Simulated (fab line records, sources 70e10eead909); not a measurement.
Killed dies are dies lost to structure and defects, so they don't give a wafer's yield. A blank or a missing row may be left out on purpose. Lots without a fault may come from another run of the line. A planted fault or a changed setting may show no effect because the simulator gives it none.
Which tool did it? | flow nand_harc | 12 lots, 36 wafers sampled, at 5 steps of a route of 1302

WHAT THE GAUGES READ, wafer by wafer
NHARC_A_M0_THK_MEAS_24: measures by xrf. Usual: thk_nm 114.1 nm, standard deviation 1.5.
lot  | measured     | on            | thk_nm (nm)       | flag
L399 | day 23 05:16 | film_metro-02 | 112.6 113.0 113.8 |
L400 | day 23 06:17 | film_metro-01 | 113.7 114.1 113.8 |
L403 | day 24 07:53 | film_metro-01 | 113.2 116.2 113.1 |
L404 | day 25 01:50 | film_metro-01 | 115.4 115.1 113.5 |
L408 | day 26 04:26 | film_metro-01 | 113.6 114.5 114.7 |
L410 | day 27 02:20 | film_metro-01 | 113.6 114.2 114.7 |
L409 | day 27 06:13 | film_metro-01 | 114.2 114.1 114.8 |
L411 | day 27 17:25 | film_metro-02 | 112.1 115.8 115.7 |
L412 | day 28 08:49 | film_metro-02 | 113.6 113.1 113.4 |
L416 | day 30 01:35 | film_metro-01 | 115.0 116.3 114.4 |
L417 | day 31 00:56 | film_metro-01 | 114.4 113.4 113.0 |
L422 | day 32 02:37 | film_metro-01 | 114.1 113.6 115.7 |

NHARC_END_SORT_01. Usual: defect_limited_yield 90 %, standard deviation 3.3; killed_at_array 61, standard deviation 23; killed_at_other 1.3, standard deviation 1.4; killed_at_periphery 4.0, standard deviation 2.6; killed_dies 66, standard deviation 22; killed_open 3.4, standard deviation 1.8; killed_short 2.3, standard deviation 1.4.
lot  | measured     | on        | defect_limited_yield (%) | killed_at_array | killed_at_other | killed_at_periphery | killed_dies | killed_open | killed_short | flag
L416 | day 31 13:34 | prober-02 | 87 89 87                 | 81 71 81        | 0 0 1           | 6 3 6               | 87 74 88    | 5 3 4       | 3 3 2        |
L417 | day 32 21:49 | prober-02 | 86 87 86                 | 87 76 89        | 1 2 1           | 5 12 7              | 93 90 97    | 4 3 1       | 4 0 1        |

WHICH TOOL RAN EACH LOT (tool, then ch and the chambers of the sampled wafers, then the start)
lot  | NHARC_A_M0_STRIP_18                | NHARC_A_M0_PVD_20                       | NHARC_A_M0_ANNEAL_30
L399 | rie_diel-12 ch 0,2,3, day 23 03:19 | pvd_sputter-01, day 23 04:36 or earlier | rtp_anneal-01 ch 0, day 23 04:36
L400 | rie_diel-13 ch 0,1, day 23 04:22   | pvd_sputter-02, day 23 05:37 or earlier | rtp_anneal-01 ch 0, day 23 05:37
L403 | rie_diel-05 ch 0,2,3, day 24 05:56 | pvd_sputter-02, day 24 07:13 or earlier | rtp_anneal-02 ch 0, day 24 07:13
L404 | rie_diel-13 ch 0,1,2, day 24 23:50 | pvd_sputter-02, day 25 01:11 or earlier | rtp_anneal-01 ch 0, day 25 01:11
L408 | rie_diel-12 ch 0,1,3, day 26 02:31 | pvd_sputter-02, day 26 03:47 or earlier | rtp_anneal-02 ch 0, day 26 03:47
L410 | rie_diel-13 ch 0,1, day 27 00:23   | pvd_sputter-02, day 27 01:40 or earlier | rtp_anneal-01 ch 0, day 27 01:40
L409 | rie_diel-05 ch 0,2, day 27 04:13   | pvd_sputter-01, day 27 05:37 or earlier | rtp_anneal-02 ch 0, day 27 05:37
L411 | rie_diel-13 ch 2,3, day 27 15:26   | pvd_sputter-03, day 27 16:45 or earlier | rtp_anneal-02 ch 0, day 27 16:45
L412 | rie_diel-12 ch 0,2,3, day 28 06:53 | pvd_sputter-03, day 28 08:10 or earlier | rtp_anneal-01 ch 0, day 28 08:10
L416 | rie_diel-12 ch 0,1,2, day 29 23:39 | pvd_sputter-03, day 30 00:58 or earlier | rtp_anneal-02, day 30 00:58
L417 | rie_diel-13 ch 0,1,3, day 30 22:58 | pvd_sputter-01, day 31 00:19 or earlier | rtp_anneal-02, day 31 00:19
L422 | rie_diel-12 ch 0,1,3, day 32 00:42 | pvd_sputter-01, day 32 02:00 or earlier | rtp_anneal-01 ch 0, day 32 02:00
- NHARC_A_M0_STRIP_18: strips in N2/H2.
- NHARC_A_M0_PVD_20: deposits TaN, target thk 5 nm, time 8.06 s.
- NHARC_A_M0_ANNEAL_30: time 90 s.

WHAT THE TOOLS THEMSELVES READ (means of the sampled wafers that have a number; where no wafer has one, the mark that the record gives instead)
NHARC_A_M0_STRIP_18. Usual: drypump_motor_current_A 5.6 A, standard deviation 0.48; mfc_ar_sccm 0.005 sccm, standard deviation 0.0077; oes_product_au 0.998 a.u., standard deviation 0.0079; rf_vpp_V 90.3 V, standard deviation 0.96; showerhead_plenum_p_Torr 1.99 Torr, standard deviation 0.079; throttle_valve_pct 14.170 %, standard deviation 0.0085.
lot  | tool        | drypump_motor_current_A (A) | mfc_ar_sccm (sccm) | oes_product_au (a.u.) | rf_vpp_V (V) | showerhead_plenum_p_Torr (Torr) | throttle_valve_pct (%) | flag
L399 | rie_diel-12 | 6.1                         | 0.006              | 0.998                 | 90.8         | 1.96                            | 14.173                 |
L400 | rie_diel-13 | 5.9                         | 0.001              | 0.997                 | 90.1         | 1.95                            | 14.169                 |
L403 | rie_diel-05 | 5.2                         | 0.010              | 0.995                 | 90.4         | 2.03                            | 14.170                 |
L404 | rie_diel-13 | 5.6                         | 0.001              | 1.002                 | 91.4         | 1.99                            | 14.167                 |
L408 | rie_diel-12 | 5.8                         | 0.002              | 1.009                 | 90.9         | 1.98                            | 14.163                 |
L410 | rie_diel-13 | 5.9                         | 0.001              | 0.999                 | 90.1         | 1.95                            | 14.167                 |
L409 | rie_diel-05 | 5.4                         | 0.005              | 0.991                 | 91.3         | 2.10                            | 14.169                 |
L411 | rie_diel-13 | 5.5                         | 0.003              | 0.988                 | 89.5         | 1.97                            | 14.172                 |
L412 | rie_diel-12 | 6.0                         | 0.006              | 0.988                 | 89.6         | 1.95                            | 14.168                 |
L416 | rie_diel-12 | 5.7                         | 0.004              | 1.001                 | 90.6         | 1.95                            | 14.174                 |
L417 | rie_diel-13 | 5.7                         | 0.002              | 0.997                 | 90.5         | 1.94                            | 14.166                 |
L422 | rie_diel-12 | 5.8                         | 0.002              | 1.001                 | 89.3         | 1.98                            | 14.174                 |

NHARC_A_M0_PVD_20. Usual: bias_v 168.6 V, standard deviation 1.7; throttle_valve_pct 30.2 %, standard deviation 1.
lot  | tool           | bias_v (V) | throttle_valve_pct (%) | flag
L399 | pvd_sputter-01 | 169.4      | 29.8                   |
L400 | pvd_sputter-02 | 167.0      | 30.9                   |
L403 | pvd_sputter-02 | 168.8      | 31.3                   |
L404 | pvd_sputter-02 | 169.1      | 31.3                   |
L408 | pvd_sputter-02 | 167.9      | 31.2                   |
L410 | pvd_sputter-02 | 167.5      | 31.3                   |
L409 | pvd_sputter-01 | 165.5      | 29.5                   |
L411 | pvd_sputter-03 | 168.0      | 30.3                   |
L412 | pvd_sputter-03 | 168.1      | 30.3                   |
L416 | pvd_sputter-03 | 168.8      | 30.3                   |
L417 | pvd_sputter-01 | 169.3      | 30.0                   |
L422 | pvd_sputter-01 | 169.6      | 29.7                   |

NHARC_A_M0_ANNEAL_30. Usual: anneal_temp_c 225.02 C, standard deviation 0.18; anneal_temp_c_max 225.86, standard deviation 0.26; wafer_temp_C_max 225.83, standard deviation 0.24.
lot  | tool          | anneal_temp_c (C) | anneal_temp_c_max | wafer_temp_C_max | flag
L399 | rtp_anneal-01 | 224.83            | 225.76            | 225.89           |
L400 | rtp_anneal-01 | 225.05            | 225.87            | 225.85           |
L403 | rtp_anneal-02 | 224.90            | 225.55            | 225.77           |
L404 | rtp_anneal-01 | 224.76            | 225.75            | 226.09           |
L408 | rtp_anneal-02 | 225.04            | 225.77            | 226.00           |
L410 | rtp_anneal-01 | 224.90            | 225.81            | 225.58           |
L409 | rtp_anneal-02 | 225.15            | 225.76            | 225.70           |
L411 | rtp_anneal-02 | 224.95            | 225.64            | 225.93           |
L412 | rtp_anneal-01 | 224.86            | 225.76            | 225.78           |
L416 | rtp_anneal-02 | -                 | -                 | -                | OFF
L417 | rtp_anneal-02 | -                 | -                 | -                | OFF
L422 | rtp_anneal-01 | 225.16            | 226.17            | 225.56           |

THE ANSWER, worked out from the rows above alone
Rule: a lot is off if the mean of its wafers that have a number lies more than 3 standard deviations from the usual mean. A lot without any number at a reading at which 4 lots or more have one is off too. The other lots that the step has rows for count as sound. The gauges are gone through in route order, then the tools' own readings, and for those a lot's mean is taken as printed above. The first step at which some lot is off is used, and at that step the reading that is off furthest; a lot without a number counts as furthest.
Off: L416, L417, at NHARC_A_M0_ANNEAL_30 (anneal_temp_c). Without a number there: L416, L417.
A tool fits if, at that step or a process step before it, it ran every lot that is off, and no sound lot after the first of them. NHARC_A_M0_PVD_20 gives no start for some lots, so the hours and the order of its lots are those of NHARC_A_M0_ANNEAL_30. One fits: rtp_anneal-02 at NHARC_A_M0_ANNEAL_30. Its last sound lot is L411 (day 27 16:45), its first lot that is off L416 (day 30 00:58): a fault that began between those two fits.
Blank at NHARC_A_M0_ANNEAL_30 on the lots that are off, where sound lots have numbers: anneal_temp_c, anneal_temp_c_max, wafer_temp_C_max.

WHAT THE SIMULATOR HAD PUT IN
Skipped step whole: rtp_anneal-02, from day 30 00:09 on, at NHARC_A_M0_ANNEAL_30. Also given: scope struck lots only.
Lots struck among those shown: L416, L417. The rule above found the same.
